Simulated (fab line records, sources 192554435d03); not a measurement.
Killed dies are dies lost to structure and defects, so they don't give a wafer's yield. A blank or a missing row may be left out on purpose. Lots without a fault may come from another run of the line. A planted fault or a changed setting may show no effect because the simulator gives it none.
Which tool did it? | flow n5_finfet | 10 lots, 28 wafers sampled, at 6 steps of a route of 1938

WHAT THE GAUGES READ, wafer by wafer
N5_BEOL_M0_OCD_MEAS_108. Usual: trench_depth_nm 33.0 nm, standard deviation 0.56.
lot  | measured     | on     | trench_depth_nm (nm) | flag
L923 | day 5 22:10  | ocd-01 | 32.9 32.8 33.3       |
L925 | day 6 10:01  | ocd-02 | 33.4 33.5 33.5       |
L928 | day 7 01:41  | ocd-02 | 33.4 32.6 32.9       |
L930 | day 7 18:36  | ocd-01 | 32.3 33.1 33.7       |
L935 | day 8 23:26  | ocd-02 | 32.5 34.0 34.1       |
L939 | day 9 21:30  | ocd-01 | 33.1 33.0            |
L940 | day 10 06:55 | ocd-02 | 32.4 33.1            |
L941 | day 10 20:16 | ocd-01 | 33.7 32.6 34.5       |
L944 | day 11 03:02 | ocd-01 | 33.8 33.0 34.0       |
L946 | day 11 10:55 | ocd-02 | 33.8 33.0 33.5       |

N5_BEOL_M4_RC_MEAS_101. Usual: DIBL_N 36.2 mV/V, standard deviation 1.6; DIBL_P 36.5 mV/V, standard deviation 1.9; IOFF_N 0.158 nA/um, standard deviation 0.027; IOFF_P 0.21 nA/um, standard deviation 0.038; ION_N 675 uA/um, standard deviation 12; ION_P 464 uA/um, standard deviation 8.9; SS_N 71.5 mV/dec, standard deviation 0.61; SS_P 73.4 mV/dec, standard deviation 0.59; VT_N 250.4 mV, standard deviation 3; VT_P -250 mV, standard deviation 3.6.
lot  | measured     | on        | DIBL_N (mV/V)  | DIBL_P (mV/V)  | IOFF_N (nA/um)    | IOFF_P (nA/um) | ION_N (uA/um) | ION_P (uA/um) | SS_N (mV/dec)  | SS_P (mV/dec)  | VT_N (mV)         | VT_P (mV)      | flag
L923 | day 7 23:20  | prober-02 | 34.3 36.1 36.9 | 35.5 38.0 38.7 | 0.138 0.161 0.184 | 0.19 0.24 0.25 | 668 682 688   | 457 466 465   | 70.9 71.5 72.0 | 72.3 72.9 73.2 | 252.3 252.3 249.9 | -251 -251 -246 |
L925 | day 8 02:20  | prober-01 | 35.1 34.4 34.1 | 35.1 34.7 33.3 | 0.140 0.130 0.114 | 0.18 0.18 0.16 | 670 663 656   | 458 461 449   | 71.4 70.9 71.2 | 73.4 73.1 72.0 | 250.7 255.0 254.7 | -254 -254 -255 |
L928 | day 9 00:47  | prober-02 | 37.8 37.4 35.7 | 36.5 37.5 34.7 | 0.156 0.165 0.122 | 0.20 0.21 0.17 | 672 676 653   | 455 462 452   | 70.3 71.3 70.5 | 73.7 73.5 72.9 | 252.7 248.5 254.3 | -250 -248 -253 |
L930 | day 9 19:01  | prober-01 | 34.9 34.2 36.7 | 34.8 34.6 37.9 | 0.129 0.121 0.165 | 0.20 0.19 0.25 | 673 665 685   | 465 461 474   | 71.5 71.3 72.1 | 73.4 72.7 73.2 | 255.7 254.4 248.9 | -249 -251 -245 |
L935 | day 11 11:46 | prober-02 | 34.4 37.1 36.1 | 33.6 37.9 35.3 | 0.128 0.175 0.154 | 0.15 0.22 0.17 | 658 672 674   | 446 456 456   | 70.3 71.5 71.2 | 72.3 74.1 72.9 | 251.3 248.8 248.4 | -258 -250 -251 |
L939 | day 12 12:49 | prober-02 | 36.2 35.5      | 35.3 35.6      | 0.141 0.138       | 0.18 0.18      | 677 685       | 464 457       | 70.7 71.1      | 73.0 73.1      | 250.3 251.5       | -253 -254      |
L940 | day 12 15:55 | prober-01 | 36.6 37.2      | 37.1 37.6      | 0.172 0.176       | 0.21 0.22      | 666 669       | 463 458       | 72.4 72.7      | 72.5 74.3      | 249.4 250.6       | -252 -252      |
L941 | day 12 17:14 | prober-01 | 35.9 37.0 38.6 | 35.2 37.2 40.1 | 0.144 0.162 0.212 | 0.20 0.23 0.30 | 699 691 705   | 475 467 488   | 71.7 71.6 72.1 | 73.5 74.1 74.0 | 248.9 248.4 245.7 | -250 -251 -242 |
L944 | day 13 14:35 | prober-02 | 35.7 36.8 35.6 | 35.7 38.1 36.5 | 0.158 0.175 0.165 | 0.18 0.23 0.20 | 677 666 677   | 459 457 468   | 71.2 71.6 71.4 | 72.7 73.8 72.8 | 248.8 247.5 248.2 | -254 -250 -251 |
L946 | day 14 01:01 | prober-01 | 38.4 36.2 36.0 | 38.9 36.3 35.3 | 0.223 0.157 0.158 | 0.30 0.23 0.21 | 690 666 675   | 478 461 461   | 73.0 71.9 71.6 | 74.6 73.7 72.9 | 246.9 252.2 252.8 | -245 -248 -252 |

WHICH TOOL RAN EACH LOT (tool, then ch and the chambers of the sampled wafers, then the start)
lot  | N5_BEOL_M0_ALD_136                  | N5_BEOL_M0_SURFACE_TREAT_137 | N5_BEOL_M0_ANNEAL_117        | N5_BEOL_M0_CMP_120
L923 | ald_metal-02 ch 0,2,3, day 5 23:13  | pvd_sputter-02, day 5 23:32  | pvd_sputter-02, day 5 23:54  | cmp-02 ch 0,3, day 6 00:43
L925 | ald_metal-03 ch 0,2, day 6 10:41    | pvd_sputter-01, day 6 12:25  | pvd_sputter-02, day 6 12:46  | cmp-02 ch 0,2,3, day 6 13:38
L928 | ald_metal-03 ch 1,2,3, day 7 02:52  | pvd_sputter-01, day 7 03:09  | pvd_sputter-02, day 7 03:37  | cmp-02 ch 0,3, day 7 05:38
L930 | ald_metal-02 ch 0,1,3, day 7 19:43  | pvd_sputter-03, day 7 19:59  | pvd_sputter-01, day 7 20:13  | cmp-01 ch 0,1,2, day 7 21:44
L935 | ald_metal-02 ch 0,1,3, day 9 00:15  | pvd_sputter-02, day 9 00:41  | pvd_sputter-03, day 9 01:20  | cmp-01 ch 1,2,3, day 9 02:07
L939 | ald_metal-02 ch 1,3, day 9 21:53    | pvd_sputter-01, day 9 22:07  | pvd_sputter-03, day 10 00:08 | cmp-01 ch 1, day 10 00:57
L940 | ald_metal-02 ch 2, day 10 07:51     | pvd_sputter-02, day 10 08:12 | pvd_sputter-02, day 10 10:15 | cmp-03 ch 0,2, day 10 11:07
L941 | ald_metal-02 ch 0,2,3, day 10 21:20 | pvd_sputter-02, day 10 22:01 | pvd_sputter-03, day 11 00:28 | cmp-03 ch 0,1,2, day 11 01:15
L944 | ald_metal-03 ch 2,3, day 11 04:22   | pvd_sputter-01, day 11 04:47 | pvd_sputter-01, day 11 05:25 | cmp-02 ch 1,2,3, day 11 06:14
L946 | ald_metal-03 ch 0,1,2, day 11 12:02 | pvd_sputter-03, day 11 12:44 | pvd_sputter-02, day 11 13:36 | cmp-02 ch 0,1,2, day 11 14:58
- N5_BEOL_M0_ALD_136: deposits TaN, pulse time 2 s, purge time 3 s, co reactant purge time 2 s.
- N5_BEOL_M0_SURFACE_TREAT_137
- N5_BEOL_M0_ANNEAL_117: time 60 s.
- N5_BEOL_M0_CMP_120: polishes, stops on SiOC, t overpolish 6.9 s.

WHAT THE TOOLS THEMSELVES READ (means of the sampled wafers that have a number; where no wafer has one, the mark that the record gives instead)
N5_BEOL_M0_ALD_136. Usual: chamber_pressure_Torr 3.001 Torr, standard deviation 0.0071; heater_power_outer_w 238 W, standard deviation 23; heater_power_w 418 W, standard deviation 29; mfc_carrier_sccm 1500 sccm, standard deviation 4.2; precursor_vessel_carrier_sccm 1000.1 sccm, standard deviation 2.9; susceptor_temp_C 274.98 C, standard deviation 0.2.
lot  | tool         | chamber_pressure_Torr (Torr) | heater_power_outer_w (W) | heater_power_w (W) | mfc_carrier_sccm (sccm) | precursor_vessel_carrier_sccm (sccm) | susceptor_temp_C (C) | flag
L923 | ald_metal-02 | 3.010                        | 237                      | 420                | 1502                    | 999.6                                | 274.89               |
L925 | ald_metal-03 | 2.994                        | 229                      | 419                | 1499                    | 999.9                                | 274.87               |
L928 | ald_metal-03 | 2.998                        | 237                      | 413                | 1503                    | 998.3                                | 274.93               |
L930 | ald_metal-02 | 2.996                        | 241                      | 426                | 1499                    | 996.6                                | 274.86               |
L935 | ald_metal-02 | 2.998                        | 242                      | 425                | 1502                    | 1000.9                               | 274.75               |
L939 | ald_metal-02 | 2.998                        | 236                      | 424                | 1502                    | 1003.9                               | 275.16               |
L940 | ald_metal-02 | 2.995                        | 246                      | 411                | 1504                    | 1001.6                               | 274.78               |
L941 | ald_metal-02 | 3.003                        | 236                      | 418                | 1498                    | 1001.0                               | 274.88               |
L944 | ald_metal-03 | 2.994                        | 231                      | 414                | 1499                    | 1000.0                               | 275.05               |
L946 | ald_metal-03 | 3.002                        | 242                      | 421                | 1495                    | 1000.5                               | 274.95               |

N5_BEOL_M0_ANNEAL_117. Usual: heater_power_w 822 W, standard deviation 85; susceptor_temp_C 400.00 C, standard deviation 0.21.
lot  | tool           | heater_power_w (W) | susceptor_temp_C (C) | flag
L923 | pvd_sputter-02 | 850                | 399.96               |
L925 | pvd_sputter-02 | 862                | 399.85               |
L928 | pvd_sputter-02 | 807                | 400.11               |
L930 | pvd_sputter-01 | 755                | 400.12               |
L935 | pvd_sputter-03 | 819                | 400.04               |
L939 | pvd_sputter-03 | 812                | 400.06               |
L940 | pvd_sputter-02 | 796                | 400.27               |
L941 | pvd_sputter-03 | 807                | 399.90               |
L944 | pvd_sputter-01 | 740                | 399.86               |
L946 | pvd_sputter-02 | 805                | 400.00               |

N5_BEOL_M0_CMP_120. Usual: barrier_field_endpoint_s 3.60 s, standard deviation 0.13; motor_current_A 6.0 A, standard deviation 0.57.
lot  | tool   | barrier_field_endpoint_s (s) | motor_current_A (A) | flag
L923 | cmp-02 | 3.71                         | 5.9                 |
L925 | cmp-02 | 3.63                         | 6.0                 |
L928 | cmp-02 | 3.61                         | 5.9                 |
L930 | cmp-01 | 3.55                         | 6.0                 |
L935 | cmp-01 | 3.65                         | 6.0                 |
L939 | cmp-01 | 4.04                         | 5.4                 | OFF
L940 | cmp-03 | 4.14                         | 6.8                 | OFF
L941 | cmp-03 | 4.38                         | 6.3                 | OFF
L944 | cmp-02 | 3.52                         | 5.6                 |
L946 | cmp-02 | 3.57                         | 5.6                 |

THE ANSWER, worked out from the rows above alone
Rule: a lot is off if the mean of its wafers that have a number lies more than 3 standard deviations from the usual mean. A lot without any number at a reading at which 4 lots or more have one is off too. The other lots that the step has rows for count as sound. The gauges are gone through in route order, then the tools' own readings, and for those a lot's mean is taken as printed above. The first step at which some lot is off is used, and at that step the reading that is off furthest; a lot without a number counts as furthest.
Off: L939, L940, L941, at N5_BEOL_M0_CMP_120 (barrier_field_endpoint_s).
A tool fits if, at that step or a process step before it, it ran every lot that is off, and no sound lot after the first of them. One fits: ald_metal-02 at N5_BEOL_M0_ALD_136. Its last sound lot is L935 (day 9 00:15), its first lot that is off L939 (day 9 21:53): a fault that began between those two fits.

WHAT THE SIMULATOR HAD PUT IN
Process parameter drift: ald_metal-02, from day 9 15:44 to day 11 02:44, at N5_BEOL_M0_ALD_136. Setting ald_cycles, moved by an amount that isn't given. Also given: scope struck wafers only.
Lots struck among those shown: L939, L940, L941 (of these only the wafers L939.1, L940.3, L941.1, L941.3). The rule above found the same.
